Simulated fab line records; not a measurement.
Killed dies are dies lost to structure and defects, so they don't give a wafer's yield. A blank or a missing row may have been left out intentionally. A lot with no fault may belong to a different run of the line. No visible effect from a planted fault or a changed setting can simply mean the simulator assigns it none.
Matching of chambers	flow n5 finfet	N5_DUMMY_GATE_ETCH_32 on rie si-04: 4 sister chambers
The step etches SiO2 in CF4, target depth 3.5 nm, time 3.9 s. 22 wafers are shown with their chamber, then 11 later ones without.

WAFERS, EACH WITH ITS CHAMBER
wafer	chamber	drypump motor current A (A)	throttle valve pct (%)	oes product au (a.u.)
L076.3	2	5.5	21.94	1.027
L076.4	0	5.5	22.46	1.036
L076.5	3	6.6	21.90	1.001
L079.1	3	6.6	21.92	1.002
L079.2	1	5.7	22.29	0.966
L079.3	0	5.5	22.47	1.036
L080.2	1	5.7	22.30	0.969
L080.4	0	5.5	22.49	1.049
L080.5	0	5.5	22.46	1.028
L083.1	0	5.5	22.45	1.038
L083.3	1	5.7	22.29	0.981
L083.4	3	6.6	21.91	0.989
L086.3	1	5.7	22.30	0.963
L086.4	2	5.6	21.92	1.007
L086.6	1	5.7	22.30	0.970
L089.2	0	5.5	22.46	1.043
L089.4	1	5.7	22.30	0.974
L089.5	3	6.6	21.92	1.005
L090.1	3	6.6	21.90	1.000
L090.2	2	5.6	21.92	1.007
L090.3	1	5.7	22.30	0.965
L093.2	0	5.5	22.46	1.041

SIGNATURES (means of the wafers above)
reading	chamber 0	chamber 1	chamber 2	chamber 3	scatter within a chamber
drypump motor current A	5.500	5.700	5.567	6.600	0.0192
throttle valve pct	22.4643	22.2971	21.9267	21.9100	0.00995
oes product au	1.03871	0.96971	1.01367	0.99940	0.00708
Rule: distance of a wafer from a chamber = root of the sum over the readings of ((wafer's reading minus chamber's mean) / reading's scatter) squared. The wafer belongs to the nearest chamber; if the next one is less than 2 further off, it can't be placed. The scatter: the root of (the sum of the squares of (reading less its chamber's mean) over the shown wafers, divided by (wafers less chambers)).

WAFERS MISSING THEIR CHAMBER
wafer	drypump motor current A (A)	throttle valve pct (%)	oes product au (a.u.)
L093.4	6.6	21.91	1.011
L093.6	5.7	22.30	0.972
L094.2	5.7	22.29	0.977
L094.3	6.6	21.93	1.002
L094.5	6.6	21.90	0.998
L096.1	5.7	22.29	0.986
L096.4	5.5	21.93	1.017
L096.6	6.6	21.91	1.005
L097.2	6.6	21.91	1.004
L097.5	6.6	21.91	1.006
L097.6	5.5	21.93	1.011

CHAMBER TAKEN BY EACH
wafer	from the rows above	in truth
L093.4	3	3
L093.6	1	1
L094.2	1	1
L094.3	3	3
L094.5	3	3
L096.1	1	1
L096.4	2	2
L096.6	3	3
L097.2	3	3
L097.5	3	3
L097.6	2	2
Correct placement for 11 of the 11. Left unplaced by these rows: 0. Placed wrongly: 0.
